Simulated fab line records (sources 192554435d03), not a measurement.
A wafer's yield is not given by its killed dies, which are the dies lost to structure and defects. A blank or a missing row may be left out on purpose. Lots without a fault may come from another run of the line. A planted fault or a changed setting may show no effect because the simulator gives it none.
Matching of chambers + flow n5 finfet + 4 sister chambers for N5_MOL_CONTACT_COAG_CMP_23 on cmp-02
The step polishes, stops on SiO2, t overpolish 1.5 s, target thk 0 nm. 18 wafers are shown with their chamber, then 9 later ones without.

## WAFERS, EACH WITH ITS CHAMBER
| wafer  | chamber | motor current A (A) | retaining ring pressure frac | time to endpoint s (s) |
|--------|---------|---------------------|------------------------------|------------------------|
| L080.2 | 3       | 8.1                 | 1.002                        | 10.9                   |
| L080.4 | 0       | 8.5                 | 0.996                        | 8.0                    |
| L080.5 | 3       | 7.8                 | 1.004                        | 13.2                   |
| L081.1 | 3       | 8.3                 | 0.997                        | 11.3                   |
| L081.4 | 1       | 7.9                 | 0.988                        | 7.3                    |
| L081.5 | 0       | 8.8                 | 0.999                        | 4.0                    |
| L085.3 | 1       | 7.5                 | 0.997                        | 10.6                   |
| L085.5 | 1       | 7.9                 | 0.998                        | 7.5                    |
| L085.6 | 2       | 9.5                 | 1.008                        | 10.4                   |
| L086.1 | 3       | 7.8                 | 1.005                        | 9.9                    |
| L086.3 | 1       | 7.3                 | 1.001                        | 8.6                    |
| L086.4 | 0       | 8.2                 | 0.994                        | 6.4                    |
| L088.1 | 2       | 9.8                 | 1.008                        | 12.2                   |
| L088.4 | 1       | 7.7                 | 0.999                        | 10.6                   |
| L088.5 | 1       | 7.7                 | 0.995                        | 11.5                   |
| L090.1 | 3       | 7.8                 | 1.004                        | 12.6                   |
| L090.3 | 1       | 7.2                 | 0.992                        | 11.7                   |
| L090.5 | 1       | 7.3                 | 1.004                        | 12.5                   |

SIGNATURES (means of the wafers above)
| reading                      | chamber 0 | chamber 1 | chamber 2 | chamber 3 | scatter within a chamber |
|------------------------------|-----------|-----------|-----------|-----------|--------------------------|
| motor current A              | 8.500     | 7.562     | 9.650     | 7.960     | 0.264                    |
| retaining ring pressure frac | 0.99633   | 0.99675   | 1.00800   | 1.00240   | 0.00408                  |
| time to endpoint s           | 6.133     | 10.037    | 11.300    | 11.580    | 1.78                     |
Rule: for a wafer and a chamber, the distance is found by dividing, reading by reading, the gap between the wafer's reading and the chamber's mean by the reading's scatter, squaring, summing and taking the root. If the next closest chamber is less than 2 further off than the closest, the wafer can't be placed; otherwise it belongs to the closest. The scatter: the root of (the sum of the squares of (reading less its chamber's mean) over the shown wafers, divided by (wafers less chambers)).

## WAFERS MISSING THEIR CHAMBER
| wafer  | motor current A (A) | retaining ring pressure frac | time to endpoint s (s) |
|--------|---------------------|------------------------------|------------------------|
| L094.1 | 9.9                 | 1.000                        | 11.8                   |
| L094.5 | 8.2                 | 1.004                        | 13.0                   |
| L094.6 | 8.4                 | 0.992                        | 6.3                    |
| L096.1 | 7.8                 | 1.003                        | 5.4                    |
| L096.5 | 10.2                | 1.001                        | 10.0                   |
| L096.6 | 7.6                 | 0.998                        | 11.4                   |
| L097.1 | 8.1                 | 1.001                        | 8.9                    |
| L097.2 | 7.8                 | 0.999                        | 10.6                   |
| L097.3 | 8.6                 | 1.003                        | 5.5                    |

## WHICH CHAMBER EACH WENT THROUGH
| wafer  | from the rows above          | in truth |
|--------|------------------------------|----------|
| L094.1 | 2                            | 2        |
| L094.5 | 3                            | 3        |
| L094.6 | 0                            | 0        |
| L096.1 | can't be placed: 0 or 1 or 3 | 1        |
| L096.5 | 2                            | 2        |
| L096.6 | can't be placed: 1 or 3      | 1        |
| L097.1 | can't be placed: 3 or 1 or 0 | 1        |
| L097.2 | can't be placed: 1 or 3      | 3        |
| L097.3 | 0                            | 0        |
Placed correctly: 5 of 9. Not placeable from these rows: 4 (in 4, the candidates include the true chamber). 0 placed wrongly.
